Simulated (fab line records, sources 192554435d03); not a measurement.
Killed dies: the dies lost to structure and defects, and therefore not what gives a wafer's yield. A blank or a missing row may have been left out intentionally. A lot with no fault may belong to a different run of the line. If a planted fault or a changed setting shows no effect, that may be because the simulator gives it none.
Matching of chambers :: flow n5-finfet :: N5_BEOL_M0_SAQP_SPACER1_ALD_98 on ald-sin-03 has 4 sister chambers
The step deposits SiO2, target thk 12.8 nm, pulse time 1 s, purge time 2 s. 8 wafers are shown with their chamber, then 12 later ones without.

## EACH WAFER AND ITS CHAMBER
wafer: L075.3
chamber: 0
heater-power-w (W): 490
precursor-pulse-height-rel: 1.022

wafer: L081.6
chamber: 1
heater-power-w (W): 443
precursor-pulse-height-rel: 1.003

wafer: L083.5
chamber: 3
heater-power-w (W): 483
precursor-pulse-height-rel: 1.010

wafer: L089.2
chamber: 1
heater-power-w (W): 433
precursor-pulse-height-rel: 1.000

wafer: L089.4
chamber: 3
heater-power-w (W): 476
precursor-pulse-height-rel: 1.035

wafer: L091.1
chamber: 2
heater-power-w (W): 428
precursor-pulse-height-rel: 0.927

wafer: L091.3
chamber: 0
heater-power-w (W): 484
precursor-pulse-height-rel: 0.998

wafer: L091.6
chamber: 2
heater-power-w (W): 421
precursor-pulse-height-rel: 0.992

## WAFERS MISSING THEIR CHAMBER
wafer: L092.1
heater-power-w (W): 474
precursor-pulse-height-rel: 0.964

wafer: L092.2
heater-power-w (W): 419
precursor-pulse-height-rel: 1.004

wafer: L092.3
heater-power-w (W): 447
precursor-pulse-height-rel: 0.939

wafer: L092.4
heater-power-w (W): 477
precursor-pulse-height-rel: 1.009

wafer: L092.5
heater-power-w (W): 438
precursor-pulse-height-rel: 0.996

wafer: L092.6
heater-power-w (W): 483
precursor-pulse-height-rel: 1.002

wafer: L097.1
heater-power-w (W): 495
precursor-pulse-height-rel: 1.032

wafer: L097.2
heater-power-w (W): 410
precursor-pulse-height-rel: 1.006

wafer: L097.3
heater-power-w (W): 435
precursor-pulse-height-rel: 0.998

wafer: L097.4
heater-power-w (W): 480
precursor-pulse-height-rel: 0.986

wafer: L097.5
heater-power-w (W): 487
precursor-pulse-height-rel: 0.999

wafer: L097.6
heater-power-w (W): 499
precursor-pulse-height-rel: 1.002

## EACH ONE'S CHAMBER
wafer: L092.1
from the rows above: can't be placed: 3 or 0
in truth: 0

wafer: L092.2
from the rows above: can't be placed: 2 or 1
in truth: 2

wafer: L092.3
from the rows above: can't be placed: 1 or 2
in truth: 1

wafer: L092.4
from the rows above: can't be placed: 3 or 0
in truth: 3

wafer: L092.5
from the rows above: 1
in truth: 1

wafer: L092.6
from the rows above: can't be placed: 0 or 3
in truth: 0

wafer: L097.1
from the rows above: can't be placed: 0 or 3
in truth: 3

wafer: L097.2
from the rows above: can't be placed: 2 or 1
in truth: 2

wafer: L097.3
from the rows above: can't be placed: 1 or 2
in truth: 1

wafer: L097.4
from the rows above: can't be placed: 3 or 0
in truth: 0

wafer: L097.5
from the rows above: can't be placed: 0 or 3
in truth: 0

wafer: L097.6
from the rows above: can't be placed: 0 or 3
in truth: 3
Correctly placed: 1 of 12. These rows do not allow placing 11 (true chamber among the candidates in 11). Number placed wrongly: 0.
How it was worked out, from the rows above alone: a wafer's distance from a chamber is the root of the sum, over the readings, of the square of ((its reading less the chamber's mean) divided by the reading's scatter). The wafer belongs to the nearest chamber; if the next one is less than 2 further off, it can't be placed. Each chamber's mean is taken over the wafers shown for it. The scatter: the root of (the sum of the squares of (reading less its chamber's mean) over the shown wafers, divided by (wafers less chambers)).
